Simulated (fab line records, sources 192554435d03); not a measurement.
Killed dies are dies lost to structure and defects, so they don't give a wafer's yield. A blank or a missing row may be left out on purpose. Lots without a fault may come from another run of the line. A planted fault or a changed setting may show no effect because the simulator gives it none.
Which tool did it? | flow n5_finfet | 8 lots, 24 wafers sampled, at 7 steps of a route of 1938

WHAT THE GAUGES READ, wafer by wafer
N5_BEOL_M5_OCD_MEAS_38.
lot  | measured     | on     | trench_depth_nm (nm)
L476 | day 9 21:55  | ocd-01 | 71.3 71.0 70.9
L477 | day 10 17:12 | ocd-01 | 73.3 73.4 73.9
L479 | day 10 23:59 | ocd-01 | 62.6 63.1 62.7
L483 | day 11 23:22 | ocd-02 | 62.6 62.8 62.2
L488 | day 13 19:33 | ocd-02 | 75.2 74.6 74.3
L491 | day 14 05:54 | ocd-02 | 70.4 71.7 70.9
L493 | day 14 12:47 | ocd-02 | 72.6 72.5 73.1
L495 | day 15 21:29 | ocd-02 | 73.5 71.2 72.7

N5_BEOL_M5_THK_MEAS_53: measures by xrf.
lot  | measured     | on            | M5_THK (nm)
L476 | day 10 05:00 | film_metro-01 | 61.4 61.8 61.2
L477 | day 11 00:26 | film_metro-01 | 63.1 62.1 63.2
L479 | day 11 06:58 | film_metro-01 | 51.3 52.1 50.9
L483 | day 12 07:37 | film_metro-01 | 52.2 53.7 51.8
L488 | day 14 02:04 | film_metro-02 | 65.5 64.7 63.5
L491 | day 14 12:13 | film_metro-02 | 61.2 61.7 60.3
L493 | day 15 04:33 | film_metro-01 | 60.7 60.6 61.2
L495 | day 16 05:25 | film_metro-01 | 63.6 62.9 63.6

N5_BEOL_M5_RS_MEAS_57: measures by four-point-probe.
lot  | measured     | on            | M5_RS (ohm/sq)
L476 | day 10 05:26 | film_metro-01 | 0.388 0.388 0.389
L477 | day 11 00:42 | film_metro-01 | 0.372 0.381 0.374
L479 | day 11 07:14 | film_metro-02 | 0.484 0.474 0.488
L483 | day 12 07:56 | film_metro-01 | 0.465 0.449 0.471
L488 | day 14 02:20 | film_metro-01 | 0.360 0.365 0.374
L491 | day 14 12:29 | film_metro-02 | 0.383 0.379 0.392
L493 | day 15 04:49 | film_metro-01 | 0.391 0.392 0.387
L495 | day 16 05:40 | film_metro-01 | 0.376 0.382 0.374

WHICH TOOL RAN EACH LOT (tool, then ch and the chambers of the sampled wafers, then the start)
lot  | N5_BEOL_M5_ETCH_75                 | N5_BEOL_M5_TRENCH_ETCH_37          | N5_BEOL_M5_STRIP_91                           | N5_BEOL_M5_PRE_CLEAN_45
L476 | rie_diel-04 ch 1,3, day 9 21:32    | rie_diel-04 ch 1,3, day 9 21:46    | rie_diel-04 ch 1,3, day 9 21:55 or earlier    | pvd_sputter-03, day 9 22:42
L477 | rie_diel-01 ch 0,1, day 10 16:49   | rie_diel-01 ch 0,1, day 10 17:02   | rie_diel-01 ch 0,1, day 10 17:12 or earlier   | pvd_sputter-03, day 10 18:31
L479 | rie_diel-04 ch 0,1,2, day 10 23:36 | rie_diel-04 ch 0,1,2, day 10 23:50 | rie_diel-04 ch 0,1,2, day 10 23:59 or earlier | pvd_sputter-01, day 11 01:04
L483 | rie_diel-04 ch 0,1,2, day 11 22:59 | rie_diel-04 ch 0,1,2, day 11 23:13 | rie_diel-04 ch 0,1,2, day 11 23:22 or earlier | pvd_sputter-02, day 11 23:57
L488 | rie_diel-01 ch 0,1, day 13 19:10   | rie_diel-01 ch 0,1, day 13 19:23   | rie_diel-01 ch 0,1, day 13 19:33 or earlier   | pvd_sputter-03, day 13 20:08
L491 | rie_diel-04 ch 0,1,2, day 14 05:31 | rie_diel-04 ch 0,1,2, day 14 05:44 | rie_diel-04 ch 0,1,2, day 14 05:54 or earlier | pvd_sputter-02, day 14 06:28
L493 | rie_diel-01 ch 0,1,2, day 14 12:24 | rie_diel-01 ch 0,1,2, day 14 12:38 | rie_diel-01 ch 0,1,2, day 14 12:47 or earlier | pvd_sputter-02, day 14 13:31
L495 | rie_diel-01 ch 0,2,3, day 15 21:06 | rie_diel-01 ch 0,2,3, day 15 21:20 | rie_diel-01 ch 0,2,3, day 15 21:29 or earlier | pvd_sputter-01, day 15 22:08
- N5_BEOL_M5_ETCH_75: etches underlayer in N2/H2, target depth 6.5 nm, time 5.2 s.
- N5_BEOL_M5_TRENCH_ETCH_37: etches SiCOH lowk in C4F6/O2, target depth 71.652 nm, time 24.7 s.
- N5_BEOL_M5_STRIP_91: strips in N2/H2, time 10 s.
- N5_BEOL_M5_PRE_CLEAN_45: time 30 s.

WHAT THE TOOLS THEMSELVES READ (means of the sampled wafers that have a number; where no wafer has one, the mark that the record gives instead)
N5_BEOL_M5_ETCH_75.
lot  | tool        | bias_w (W) | drypump_motor_current_A (A) | etch_rf_on_time_s (s) | h2_flow_sccm (sccm) | oes_product_au (a.u.) | rf_vpp_V (V) | showerhead_plenum_p_Torr (Torr) | throttle_valve_pct (%)
L476 | rie_diel-04 | 150.0      | 5.7                         | 5.23                  | 200.4               | 0.68                  | 522.5        | 2.49                            | 18.02
L477 | rie_diel-01 | 149.6      | 6.2                         | 4.93                  | 198.9               | 0.74                  | 526.1        | 2.62                            | 17.98
L479 | rie_diel-04 | 150.0      | 5.7                         | 5.23                  | 199.4               | 0.64                  | 521.2        | 2.47                            | 17.93
L483 | rie_diel-04 | 150.0      | 5.7                         | 5.17                  | 199.9               | 0.64                  | 521.8        | 2.47                            | 17.94
L488 | rie_diel-01 | 150.0      | 6.2                         | 4.96                  | 199.6               | 0.71                  | 524.8        | 2.61                            | 18.01
L491 | rie_diel-04 | 150.5      | 5.7                         | 5.27                  | 199.8               | 0.70                  | 521.5        | 2.46                            | 17.83
L493 | rie_diel-01 | 150.0      | 5.8                         | 4.99                  | 199.7               | 0.68                  | 526.7        | 2.60                            | 17.92
L495 | rie_diel-01 | 150.1      | 5.8                         | 5.08                  | 200.0               | 0.71                  | 522.7        | 2.55                            | 17.89

N5_BEOL_M5_TRENCH_ETCH_37.
lot  | tool        | O2_flow_sccm (sccm) | bias_w (W) | drypump_motor_current_A (A) | oes_product_au (a.u.) | rf_vpp_V (V) | showerhead_plenum_p_Torr (Torr) | throttle_valve_pct (%)
L476 | rie_diel-04 | 10.036              | 184.7      | 5.8                         | 0.80                  | 664          | 2.79                            | 21.10
L477 | rie_diel-01 | 10.007              | 184.7      | 6.1                         | 0.87                  | 686          | 2.91                            | 20.97
L479 | rie_diel-04 | 10.012              | 122.7      | 5.7                         | 0.70                  | 471          | 2.77                            | 20.96
L483 | rie_diel-04 | 9.968               | 122.8      | 5.7                         | 0.70                  | 472          | 2.77                            | 20.98
L488 | rie_diel-01 | 9.987               | 184.5      | 6.2                         | 0.83                  | 685          | 2.90                            | 21.00
L491 | rie_diel-04 | 10.009              | 184.7      | 5.7                         | 0.82                  | 655          | 2.76                            | 20.90
L493 | rie_diel-01 | 9.971               | 184.7      | 5.8                         | 0.79                  | 674          | 2.89                            | 20.87
L495 | rie_diel-01 | 9.981               | 185.4      | 5.9                         | 0.82                  | 672          | 2.85                            | 21.00

N5_BEOL_M5_STRIP_91.
lot  | tool        | drypump_motor_current_A (A) | h2_flow_sccm (sccm) | oes_product_au (a.u.) | rf_vpp_V (V) | showerhead_plenum_p_Torr (Torr) | throttle_valve_pct (%)
L476 | rie_diel-04 | 5.8                         | 199.5               | 0.80                  | 59.4         | 2.48                            | 23.88
L477 | rie_diel-01 | 6.1                         | 200.3               | 0.87                  | 59.1         | 2.62                            | 23.88
L479 | rie_diel-04 | 5.7                         | 200.3               | 0.76                  | 58.8         | 2.47                            | 23.71
L483 | rie_diel-04 | 5.7                         | 200.1               | 0.76                  | 59.3         | 2.46                            | 23.72
L488 | rie_diel-01 | 6.1                         | 199.8               | 0.83                  | 60.5         | 2.61                            | 23.91
L491 | rie_diel-04 | 5.7                         | 199.5               | 0.83                  | 60.1         | 2.45                            | 23.65
L493 | rie_diel-01 | 5.8                         | 199.6               | 0.79                  | 58.6         | 2.60                            | 23.76
L495 | rie_diel-01 | 5.8                         | 200.4               | 0.82                  | 58.7         | 2.54                            | 23.67

N5_BEOL_M5_PRE_CLEAN_45.
lot  | tool           | heater_power_w (W)
L476 | pvd_sputter-03 | 347
L477 | pvd_sputter-03 | 365
L479 | pvd_sputter-01 | 331
L483 | pvd_sputter-02 | 374
L488 | pvd_sputter-03 | 364
L491 | pvd_sputter-02 | 316
L493 | pvd_sputter-02 | 324
L495 | pvd_sputter-01 | 330

THE ANSWER, worked out from the rows above alone
Rule: what is usual is taken from the lots themselves. Put in order of their means at a reading, lots are off if they are a third of the lots or fewer, leave a main group of 4 or more, and stand apart from it by a gap of 3 or more times the standard deviation of the main group's means; of several such gaps the widest counts. A main group whose means are all the same, to the digits that the tables above print for the reading, isn't used. A lot without any number at a reading at which 4 lots or more have one is off too. The other lots that the step has rows for count as sound. The gauges are gone through in route order, then the tools' own readings, and for those a lot's mean is taken as printed above. The first step at which some lot is off is used, and at that step the reading that is off furthest; a lot without a number counts as furthest.
Off: L479, L483, at N5_BEOL_M5_OCD_MEAS_38 (trench_depth_nm). The main group: mean 72.6 nm, standard deviation 1.3.
A tool fits if, at a process step before that reading, it ran every lot that is off, and no sound lot after the first of them. The gauges at N5_BEOL_M5_OCD_MEAS_38 aren't tried: what is off there is off at N5_BEOL_M5_THK_MEAS_53 too, on other tools, and a gauge's error can't cause that. N5_BEOL_M5_STRIP_91 gives no start for some lots, so the hours and the order of its lots are those of N5_BEOL_M5_OCD_MEAS_38. None of those tried fits.

WHAT THE SIMULATOR HAD PUT IN
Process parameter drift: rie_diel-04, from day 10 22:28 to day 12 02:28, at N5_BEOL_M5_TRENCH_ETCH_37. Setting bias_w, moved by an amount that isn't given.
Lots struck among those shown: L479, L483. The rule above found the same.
